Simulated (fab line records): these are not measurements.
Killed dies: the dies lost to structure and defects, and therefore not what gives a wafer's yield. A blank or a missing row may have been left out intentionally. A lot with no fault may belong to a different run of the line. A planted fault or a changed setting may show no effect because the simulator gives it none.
What tool caused it?    flow nand harc    14 lots, 40 wafers sampled, at 4 steps of a route of 1302

== WHAT EACH GAUGE READ, for each wafer ==
The record lacks any reading of a measuring or inspecting step that a usual standard deviation could be used to judge.

== WHICH TOOL RAN EACH LOT (tool, then ch and the chambers of the sampled wafers, then the start) ==
lot   NHARC_A_STAIRCASE_TRIM_202                     NHARC_A_STAIRCASE_TRIM_226          NHARC_A_STAIRCASE_ETCH_232      NHARC_A_STAIRCASE_ETCH_234
L304  rie diel-04 ch 1,3, day 15 20:56 or earlier    rie diel-02 ch 0,1, day 15 20:56    rie diel-05 ch 1,3, no start    rie diel-05 ch 0,3, no start
L303  rie diel-05 ch 0,1,3, day 16 19:35 or earlier  rie diel-05 ch 1,2,3, day 16 19:35  rie diel-04 ch 0,1,2, no start  rie diel-04 ch 0,3, no start
L306  rie diel-05 ch 0,1,3, day 17 01:50 or earlier  rie diel-04 ch 0,1,3, day 17 01:50  rie diel-04 ch 0,2,3, no start  rie diel-04 ch 1,2,3, no start
L305  rie diel-04 ch 0,1,2, day 17 02:48 or earlier  rie diel-05 ch 0,2,3, day 17 02:48  rie diel-05 ch 1,2,3, no start  rie diel-05 ch 0,1,3, no start
L309  rie diel-02 ch 0,1,2, day 18 09:41 or earlier  rie diel-04 ch 1,2, day 18 09:41    rie diel-02 ch 0,1, no start    rie diel-02 ch 0,1,2, no start
L311  rie diel-05 ch 0,1,2, day 19 08:53 or earlier  rie diel-04 ch 0,1,2, day 19 08:53  rie diel-05 ch 0,1,3, no start  rie diel-05 ch 0,2,3, no start
L312  rie diel-04 ch 0,1,3, day 20 00:54 or earlier  rie diel-05 ch 0,1,3, day 20 00:54  rie diel-05 ch 2,3, no start    rie diel-05 ch 0,1,3, no start
L313  rie diel-02 ch 0,2, day 20 17:55 or earlier    rie diel-05 ch 1,2,3, day 20 17:55  rie diel-04 ch 1,2, no start    rie diel-04 ch 0,3, no start
L314  rie diel-04 ch 0,1,3, day 20 21:55 or earlier  rie diel-05 ch 0,1,3, day 20 21:55  rie diel-05 ch 0,2,3, no start  rie diel-05 ch 0,1,2, no start
L315  rie diel-05 ch 0,1,3, day 20 22:44 or earlier  rie diel-02 ch 0,1, day 20 22:44    rie diel-02 ch 0,2, no start    rie diel-02 ch 0,1,2, no start
L316  rie diel-04 ch 0,1,3, day 21 01:32 or earlier  rie diel-04 ch 0,2, day 21 01:32    rie diel-04 ch 1,3, no start    rie diel-04 ch 2,3, no start
L320  rie diel-02 ch 1, day 23 08:28 or earlier      rie diel-02 ch 0, day 23 08:28      rie diel-02 ch 1, no start      rie diel-02 ch 1, no start
L321  rie diel-02 ch 0,1,3, day 23 14:12 or earlier  rie diel-02 ch 0,3, day 23 14:12    rie diel-02 ch 0,3, no start    rie diel-02 ch 1,3, no start
L322  rie diel-05 ch 0,3, day 24 06:58 or earlier    rie diel-04 ch 1,2, day 24 06:58    rie diel-04 ch 2,3, no start    rie diel-04 ch 1,2,3, no start
- NHARC_A_STAIRCASE_TRIM_202: chemistry O2, time 211.2 s.
- NHARC_A_STAIRCASE_TRIM_226: chemistry O2, time 211.2 s.
- NHARC_A_STAIRCASE_ETCH_232: etches the open film in C4F8/O2, target depth 100 nm, time 40.5 s.
- NHARC_A_STAIRCASE_ETCH_234: etches the open film in C4F8/O2, target depth 100 nm, time 40.5 s.

== AS READ BY THE TOOLS THEMSELVES (means over the sampled wafers that have a number; for cases with no such wafer, the mark the record gives instead) ==
NHARC_A_STAIRCASE_TRIM_202. Usual: drypump motor current A 5.6 A, standard deviation 0.52; oes product au 1.001 a.u., standard deviation 0.007; rf vpp V 57.5 V, standard deviation 0.92; run length s 232.5 s, standard deviation 0.42; showerhead plenum p Torr 3.48 Torr, standard deviation 0.11; throttle valve pct 17.036 %, standard deviation 0.0093.
lot   tool         drypump motor current A (A)  oes product au (a.u.)  rf vpp V (V)  run length s (s)  showerhead plenum p Torr (Torr)  throttle valve pct (%)  flag
L304  rie diel-04  6.1                          1.000                  57.4          232.4             3.54                             17.029                  
L303  rie diel-05  5.3                          1.004                  58.2          232.7             3.51                             17.033                  
L306  rie diel-05  5.3                          1.008                  57.6          232.6             3.51                             17.034                  
L305  rie diel-04  5.5                          0.997                  56.8          232.3             3.41                             17.041                  
L309  rie diel-02  5.5                          0.995                  58.5          232.4             3.59                             17.034                  
L311  rie diel-05  5.7                          1.003                  57.0          232.7             3.53                             17.043                  
L312  rie diel-04  5.9                          0.998                  57.8          232.6             3.47                             17.040                  
L313  rie diel-02  5.3                          1.000                  58.3          232.5             3.45                             17.030                  
L314  rie diel-04  5.9                          0.995                  57.0          232.6             3.47                             17.029                  
L315  rie diel-05  5.3                          1.004                  57.5          232.5             3.50                             17.030                  
L316  rie diel-04  5.9                          0.997                  56.7          232.5             3.46                             17.040                  
L320  rie diel-02  5.7                          1.008                  57.7          232.7             3.78                             17.036                  
L321  rie diel-02  5.5                          1.006                  57.9          232.7             3.49                             17.040                  
L322  rie diel-05  5.3                          0.991                  57.5          232.7             3.41                             17.041                  

NHARC_A_STAIRCASE_TRIM_226. Usual: drypump motor current A 5.6 A, standard deviation 0.5; oes product au 1.000 a.u., standard deviation 0.0067; rf vpp V 57.6 V, standard deviation 0.91; run length s 232.4 s, standard deviation 0.42; showerhead plenum p Torr 3.49 Torr, standard deviation 0.13; throttle valve pct 17.037 %, standard deviation 0.0087.
lot   tool         drypump motor current A (A)  oes product au (a.u.)  rf vpp V (V)  run length s (s)  showerhead plenum p Torr (Torr)  throttle valve pct (%)  flag
L304  rie diel-02  5.5                          1.002                  56.7          232.1             3.33                             17.029                  
L303  rie diel-05  5.3                          1.004                  58.1          232.6             3.49                             17.030                  
L306  rie diel-04  5.9                          0.997                  57.2          232.4             3.48                             17.036                  
L305  rie diel-05  5.8                          0.995                  57.0          232.7             3.46                             17.034                  
L309  rie diel-04  5.6                          0.996                  57.2          232.3             3.42                             17.040                  
L311  rie diel-04  5.6                          0.993                  57.5          232.5             3.39                             17.034                  
L312  rie diel-05  5.3                          1.002                  58.1          232.6             3.50                             17.032                  
L313  rie diel-05  5.3                          0.997                  57.6          232.6             3.48                             17.030                  
L314  rie diel-05  5.3                          1.007                  57.6          232.4             3.50                             17.048                  
L315  rie diel-02  5.3                          1.000                  57.6          232.0             3.53                             17.032                  
L316  rie diel-04  5.3                          1.001                  57.1          232.3             3.35                             17.045                  
L320  rie diel-02  5.1                          1.000                  57.5          290.2             3.39                             17.027                  OFF
L321  rie diel-02  5.3                          0.999                  57.3          271.4             3.36                             17.036                  OFF
L322  rie diel-04  5.7                          1.006                  59.0          232.3             3.40                             17.040                  

NHARC_A_STAIRCASE_ETCH_232. Usual: oes product au 0.944 a.u., standard deviation 0.0086; rf vpp V 894 V, standard deviation 4.6.
lot   tool         oes product au (a.u.)  rf vpp V (V)  flag
L304  rie diel-05  0.936                  896           
L303  rie diel-04  0.955                  891           
L306  rie diel-04  0.947                  894           
L305  rie diel-05  0.941                  895           
L309  rie diel-02  0.942                  896           
L311  rie diel-05  0.938                  895           
L312  rie diel-05  0.943                  893           
L313  rie diel-04  0.943                  890           
L314  rie diel-05  0.940                  893           
L315  rie diel-02  0.953                  895           
L316  rie diel-04  0.938                  895           
L320  rie diel-02  0.948                  905           
L321  rie diel-02  0.949                  889           
L322  rie diel-04  0.936                  894           

NHARC_A_STAIRCASE_ETCH_234. Usual: oes product au 0.942 a.u., standard deviation 0.0099; rf vpp V 894 V, standard deviation 4.5.
lot   tool         oes product au (a.u.)  rf vpp V (V)  flag
L304  rie diel-05  0.940                  893           
L303  rie diel-04  0.944                  893           
L306  rie diel-04  0.935                  894           
L305  rie diel-05  0.952                  894           
L309  rie diel-02  0.940                  898           
L311  rie diel-05  0.943                  894           
L312  rie diel-05  0.948                  896           
L313  rie diel-04  0.932                  895           
L314  rie diel-05  0.945                  896           
L315  rie diel-02  0.932                  898           
L316  rie diel-04  0.932                  892           
L320  rie diel-02  0.954                  906           
L321  rie diel-02  0.944                  899           
L322  rie diel-04  0.928                  892           

== THE ANSWER, worked out from the rows above alone ==
Rule: a lot counts as off when the mean over its wafers that have a number is more than 3 standard deviations away from the usual mean. A lot without any number at a reading at which 4 lots or more have one is off too. All remaining lots with rows at the step are treated as sound. First the gauges in route order, then the tools' own readings, where a lot's mean is used as printed above. The first step at which some lot is off is used, and at that step the reading that is off furthest; a lot without a number counts as furthest.
Off: L320, L321 (NHARC_A_STAIRCASE_TRIM_226, run length s).
A tool fits if, at that step or a process step before it, it ran every lot that is off, and no sound lot after the first of them. NHARC_A_STAIRCASE_TRIM_202: start missing for some lots; hours and lot order therefore follow NHARC_A_STAIRCASE_TRIM_226. One candidate fits, namely rie diel-02 at NHARC_A_STAIRCASE_TRIM_202 and NHARC_A_STAIRCASE_TRIM_226. At NHARC_A_STAIRCASE_TRIM_202 its last sound lot is L313 (day 20 17:55), its first lot that is off L320 (day 23 08:28): a fault that began between those two fits.

== WHAT WAS PUT IN BY THE SIMULATOR ==
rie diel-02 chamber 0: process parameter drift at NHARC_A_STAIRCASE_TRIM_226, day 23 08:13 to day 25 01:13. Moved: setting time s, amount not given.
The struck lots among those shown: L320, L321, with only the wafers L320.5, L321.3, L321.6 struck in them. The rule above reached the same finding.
